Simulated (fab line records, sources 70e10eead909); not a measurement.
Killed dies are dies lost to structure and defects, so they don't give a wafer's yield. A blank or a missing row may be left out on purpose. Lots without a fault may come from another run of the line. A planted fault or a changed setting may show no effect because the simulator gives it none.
A struck lot beside a sound one | flow nand_harc | 15 steps out of a route of 1159
Sound: wafers L940.1, L940.3, L940.6. Struck: wafers L932.2, L932.4, L932.5. The cause comes at the end.
At each step with rows: each side's tool, then ch and its chambers, then its first start. Under that, the readings that differ: sound wafers | struck wafers | difference of the means | sigmas: that difference in standard deviations of wafers without a fault.
alike: readings whose means differ by less than 2 such deviations, and words and numbers that are the same on both sides. not compared: withheld readings, readings that some wafer has no value for, bounds like >300 that may hide the same value, and numbers for which the record gives no deviation and whose values overlap.
The two part at a step that has a row with sigmas, a row that says differs or no value, or rows on one side only. Numbers that don't overlap but have no deviation are shown without sigmas and don't part them. A reading that every wafer of one side lacks parts them only if that side has two wafers or more.

first, 5 steps without rows for these wafers: NHARC_A_BONDPAD_SOFTBAKE_04 (time 70 s); NHARC_A_BONDPAD_EBR_05; NHARC_A_BONDPAD_EXPOSE_06 (exposes mask A BPAD); NHARC_A_BONDPAD_PEB_07 (peb time 80 s); NHARC_A_BONDPAD_DEVELOP_08 (time 50 s).
NHARC_A_BONDPAD_CD_MEAS_09: target cd 500 nm.
  sound on cd_sem-03 ch 0, day 22 11:32; struck on cd_sem-03 ch 0, day 20 03:26
  alike: cd_nm
NHARC_A_BONDPAD_OVL_MEAS_35:
  sound on overlay-02, day 22 11:37; struck on overlay-02, day 20 03:32
  reading           | sound    | struck | difference | sigmas
  overlay_x_nm (nm) | -7 -8 -8 | 2 2 2  | +10        | +2
  alike: overlay_y_nm
then, 1 step without rows for these wafers: NHARC_A_BONDPAD_HARDBAKE_10 (time 65 s).
NHARC_A_BONDPAD_DESCUM_11: chemistry O2, time 3 s.
  sound on rie_diel-05 ch 0,1,2, day 22 11:45; struck on rie_diel-05 ch 1,3, day 20 03:39
  alike: drypump_motor_current_A, oes_product_au, rf_vpp_V, showerhead_plenum_p_Torr, throttle_valve_pct
  not compared: rf_hours_counter_h
NHARC_A_BONDPAD_ETCH_34: etches the open film in N2/H2, target depth 60 nm, overetch 18 nm, time 65.91 s.
  sound on rie_diel-05 ch 0,2, day 22 11:50; struck on rie_diel-05 ch 0,1,2, day 20 03:44
  alike: drypump_motor_current_A, oes_product_au, rf_vpp_V, showerhead_plenum_p_Torr, throttle_valve_pct
  not compared: rf_hours_counter_h
NHARC_A_BONDPAD_ETCH_12: etches the open film in CHF3/O2, target depth 220 nm, time 110 s.
  sound on rie_diel-05 ch 0,2; struck on rie_diel-05 ch 2,3
  alike: drypump_motor_current_A, oes_product_au, rf_vpp_V, showerhead_plenum_p_Torr, throttle_valve_pct
  not compared: rf_hours_counter_h
NHARC_A_BONDPAD_CD_MEAS_13:
  sound on cd_sem-02, day 22 12:04; struck on cd_sem-03, day 20 03:58
  alike: cd_nm
NHARC_A_BONDPAD_STRIP_15: strips in O2.
  sound on rie_diel-09 ch 1,3, day 22 12:10; struck on rie_diel-05 ch 0,1,3, day 20 04:02
  reading                        | sound             | struck            | difference | sigmas
  chamber_pressure_mTorr (mTorr) | 59.96 60.06 60.00 | 47.27 47.19 47.18 | -12.79     | -99 or more
  alike: drypump_motor_current_A, oes_product_au, rf_vpp_V, showerhead_plenum_p_Torr, throttle_valve_pct
  not compared: rf_hours_counter_h
NHARC_A_BONDPAD_ETCH_24: etches the open film in CF4/N2, target depth 30 nm, time 72.99 s.
  sound on rie_diel-09 ch 1,3; struck on rie_diel-05 ch 0,2
  alike: drypump_motor_current_A, oes_product_au, rf_vpp_V, showerhead_plenum_p_Torr, throttle_valve_pct
  not compared: rf_hours_counter_h
NHARC_END_SORT_01:
  sound on prober-02 ch 0, day 23 14:48; struck on prober-02 ch 0, day 21 12:10
  reading                  | sound          | struck         | difference | sigmas
  defect_limited_yield (%) | 94.2 92.2 93.2 | 96.5 95.6 96.0 | +2.8       | +2
  killed_at_array          | 37 52 43       | 23 27 25       | -19        | -2
  killed_dies              | 39 53 46       | 24 30 27       | -19        | -2
  sort_bin_2_pct (%)       | 2.2 2.8 2.4    | 0.9 1.0 1.5    | -1.3       | -2
  sort_n_pass              | 638 624 631    | 653 647 650    | +19        | +2
  sort_yield_pct (%)       | 94.2 92.2 93.2 | 96.5 95.6 96.0 | +2.8       | +2
  alike: killed_at_other, killed_at_periphery, killed_open, killed_short, sort_bin_3_pct, sort_bin_4_pct, sort_rim_yield_pct

WHERE THEY PART
First at NHARC_A_BONDPAD_OVL_MEAS_35; last, within this record, at NHARC_END_SORT_01.

WHY: what the simulator had put in
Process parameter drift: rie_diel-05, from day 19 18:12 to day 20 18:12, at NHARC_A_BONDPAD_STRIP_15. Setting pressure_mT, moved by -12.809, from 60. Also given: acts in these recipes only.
